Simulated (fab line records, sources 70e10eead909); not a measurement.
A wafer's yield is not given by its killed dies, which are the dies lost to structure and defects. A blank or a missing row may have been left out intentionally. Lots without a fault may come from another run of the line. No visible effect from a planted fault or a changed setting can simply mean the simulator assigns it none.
Comparing a struck lot with a sound one	flow nand-harc	15 steps out of a route of 1302
Sound: these wafers, L205.2, L205.3, L205.6. Struck: wafers L223.1, L223.5, L223.6. The cause is given at the end.
Per side, at each step with rows, come the tool, then ch with its chambers, and then its first start. Under that, the readings that differ: sound wafers	struck wafers	difference of the means	sigmas: that difference in standard deviations of wafers without a fault.
alike: same words and numbers on both sides, and readings whose means sit less than 2 such deviations apart. not compared: any withheld reading, any reading some wafer has no value for, any bound like >300 that may hide the same value, and any number with overlapping values for which the record gives no deviation.
The two part at a step that has a row with sigmas, a row that says differs or no value, or rows on one side only. Numbers that don't overlap but have no deviation are shown without sigmas and don't part them. A reading that every wafer of one side lacks parts them only if that side has two wafers or more.

first, 7 steps without rows for these wafers: NHARC_A_SGD_CUT_COAT_57 (time 65 s); NHARC_A_SGD_CUT_COAT_03 (resist thk 90 nm); NHARC_A_SGD_CUT_SOFTBAKE_04 (time 55 s); NHARC_A_SGD_CUT_EBR_05; NHARC_A_SGD_CUT_EXPOSE_06 (exposes mask SGD); NHARC_A_SGD_CUT_PEB_07 (peb time 65 s); NHARC_A_SGD_CUT_DEVELOP_08 (develop time 35 s).
NHARC_A_SGD_CUT_CD_MEAS_09: the cd target is 100 nm.
  sound on cd-sem-03 ch 0, day 20 07:08; struck on cd-sem-01 ch 0, day 28 10:42
  alike: cd-nm
NHARC_A_SGD_CUT_OVL_MEAS_10:
  sound: overlay-02 at day 20 07:13; struck: overlay-02 at day 28 10:47
  alike: overlay-x-nm, overlay-y-nm
NHARC_A_SGD_CUT_INSPECT_11:
  sound: defect-inspect-02 at day 20 07:16; struck: defect-inspect-02 at day 28 10:49
  alike: raw-defect-count
NHARC_A_SGD_CUT_DESCUM_14: chemistry O2, time 3 s.
  sound on rie-diel-11 ch 0,1,2, day 20 07:19; struck on rie-diel-09 ch 0,3, day 28 10:53
  alike: drypump-motor-current-A, oes-product-au, rf-vpp-V, showerhead-plenum-p-Torr, throttle-valve-pct
  not compared: rf-hours-counter-h
NHARC_A_SGD_CUT_ETCH_58: etches the open film in CF4, target depth 39 nm, time 65 s.
  sound on rie-diel-11 ch 0,1,2, day 20 07:24; struck on rie-diel-09 ch 0,3, day 28 10:58
reading	sound	struck	difference	sigmas
run-length-s (s)	86.3 86.7 86.8	85.3 85.9 85.2	-1.1	-2
  alike: cf4-flow-sccm, drypump-motor-current-A, oes-product-au, rf-vpp-V, showerhead-plenum-p-Torr, throttle-valve-pct
  not compared: rf-hours-counter-h
NHARC_A_SGD_CUT_ETCH_59: etches the open film in N2/H2, target depth 260 nm, time 406.25 s.
  sound on rie-diel-11 ch 0,1,2, day 20 07:29; struck on rie-diel-09 ch 0,1,3, day 28 11:07
reading	sound	struck	difference	sigmas
run-length-s (s)	427.5 428.4 428.0	379.1 378.0 378.7	-49.4	-97
  alike: drypump-motor-current-A, oes-product-au, rf-vpp-V, showerhead-plenum-p-Torr, throttle-valve-pct
  not compared: rf-hours-counter-h
NHARC_A_SGD_CUT_ETCH_15: etches the open film in CH3F/O2, target depth 75 nm, time 64.3 s.
  sound: rie-diel-11 ch 0,2,3; struck: rie-diel-09 ch 2,3
  alike: drypump-motor-current-A, oes-product-au, rf-vpp-V, run-length-s, showerhead-plenum-p-Torr, throttle-valve-pct
  not compared: rf-hours-counter-h
-- break in the record here, with 5 days between the starts of the struck wafers on either side (left off in module A_SGD_CUT, picked up again in module END, where the first step shown is number 1302 on the route) --
NHARC_END_SORT_01:
  sound on prober-01 ch 0, day 25 12:21; struck on prober-01 ch 0, day 33 12:15
  alike: killed-at-array, killed-at-other, killed-at-periphery, killed-dies, killed-open, killed-short

== WHERE THEY PART ==
First at NHARC_A_SGD_CUT_ETCH_58; last, within this record, at NHARC_A_SGD_CUT_ETCH_59. Later steps at which nothing parts them and some readings are alike: NHARC_A_SGD_CUT_ETCH_15, NHARC_END_SORT_01.

WHY: what had been put in by the simulator
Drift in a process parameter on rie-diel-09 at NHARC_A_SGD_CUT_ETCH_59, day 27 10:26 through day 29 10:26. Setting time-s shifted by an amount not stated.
